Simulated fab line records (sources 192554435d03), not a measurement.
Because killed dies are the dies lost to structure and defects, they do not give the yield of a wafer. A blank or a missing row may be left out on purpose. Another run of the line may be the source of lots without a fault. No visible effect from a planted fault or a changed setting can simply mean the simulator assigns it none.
Split-lot study    flow n5-finfet    on a route of 1938 steps: 7 lots, 21 wafers read

## SPLIT DETAILS
At N5_BEOL_M4_ILD_DEP_00 (deposits SiOC from DEMS/O2, target thk 79 nm, time 15.3 s), the setting time-s was moved away from the recipe's 15.3 s on 7 of the 21 wafers read, by -14.6% to +10.3%. For the rest of the wafers, this setting stayed at what the recipe calls for.

Split to reading: the file shows no intervening step.

## THE READING
M4_ILD_THK (nm), taken at N5_BEOL_M4_THK_MEAS_01. Typical for fault-free wafers on this fab line: 79.2 nm, with standard deviation 1 nm.

wafer   tool, chamber at the split  time-s as run, s  against the recipe  M4_ILD_THK, nm  against lot-mates on the recipe
L076.1  pecvd-04, 1                 13.07             -14.6%              67.1            -11.7
L076.5  pecvd-04, 0                 15.3              recipe              78.8            -
L076.6  pecvd-04, 1                 13.07             -14.6%              67.2            -11.6
L077.2  pecvd-04, 2                 15.3              recipe              79.0            -
L077.4  pecvd-04, 0                 15.3              recipe              79.2            -
L077.6  pecvd-04, 2                 15.3              recipe              80.1            -
L079.2  pecvd-01, 0                 16.88             +10.3%              86.6            +5.7
L079.3  pecvd-01, 1                 16.88             +10.3%              87.9            +7.0
L079.4  pecvd-01, 2                 15.3              recipe              80.9            -
L085.2  pecvd-01, 1                 15.3              recipe              79.5            -
L085.3  pecvd-01, 2                 14.02             -8.4%               71.8            -7.7
L085.4  pecvd-01, 1                 14.02             -8.4%               74.1            -5.4
L086.2  pecvd-04, 2                 15.3              recipe              79.3            -
L086.4  pecvd-04, 1                 15.3              recipe              80.1            -
L086.6  pecvd-04, 1                 15.3              recipe              80.4            -
L088.2  pecvd-04, 0                 15.3              recipe              78.2            -
L088.5  pecvd-04, 2                 15.3              recipe              79.7            -
L088.6  pecvd-04, 0                 15.3              recipe              79.2            -
L096.1  pecvd-04, 0                 15.3              recipe              78.1            -
L096.2  pecvd-04, 1                 13.51             -11.7%              68.5            -10.3
L096.4  pecvd-04, 0                 15.3              recipe              79.6            -

FIT RESULTS
A straight line over all 21 wafers: M4_ILD_THK changes by +0.821 nm for each +1% of time-s; r = +0.99; the points scatter about the line by 0.87 nm.
The same after taking each lot's own level away (the mean of its wafers on the recipe; 21 wafers): +0.755 nm for each +1%; r = +0.99; scatter 0.82 nm.
According to that fit, moving time-s by its largest amount changes the reading by 11 nm.
The span of the lots' own levels, 78.80 to 80.90 nm, comes to 2.1 times the standard deviation stated above.
So the lot-to-lot level changes the slope little: the two slopes agree.
Check: with one of the wafers moved furthest among these (-14.6%) left out of the fit, the line predicts -11.2 nm for it against its lot-mates. Against them it came out at -11.7 nm.

## OTHER SPLITS ON THESE WAFERS
Note: prior to the reading, these wafers also went through further splits. Each is held against what the fit with the lots' levels taken away leaves over:
other split on the same wafers     wafers away from the commonest value  r with M4_ILD_THK (lot level and that fit taken away)
N5_BEOL_M0_SAQP_COAT_08 spin-rpm   7                                     -0.17
N5_BEOL_M0_CUTY_EXPOSE_54 dose-mj  7                                     -0.28
N5_BEOL_M0_ETCH_138 source-w       3                                     +0.27
N5_BEOL_M1_ETCH_64 source-w        6                                     -0.25
N5_BEOL_M1_ALD_98 ald-cycles       5                                     +0.37
N5_BEOL_M1_TRENCH_ETCH_37 time-s   9                                     -0.21
N5_BEOL_M2_DESCUM_33 time-s        8                                     -0.16
N5_BEOL_M2_ETCH_69 bias-w          5                                     +0.17
N5_BEOL_M3_COAT_05 spin-rpm        11                                    -0.47

## THE WHOLE CHAIN: every reading that the file lists as answering this split, in the file's order
step                    what it does                                               reading                                                                             change (the file's fit)                r (the file's)
N5_BEOL_M4_ILD_DEP_00   deposits SiOC from DEMS/O2, target thk 79 nm, time 15.3 s  SiOC_of_BEOL_M4_ILD_DEP_00.thk-nm (the simulator's own value, which no gauge read)  +0.781 nm for each +1% of the setting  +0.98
N5_BEOL_M4_THK_MEAS_01                                                             M4_ILD_THK                                                                          +0.781 for each +1% of the setting     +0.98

## FILE'S OWN FIT
M4_ILD_THK changes by +0.781 nm for each +1% of time-s, r = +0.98.
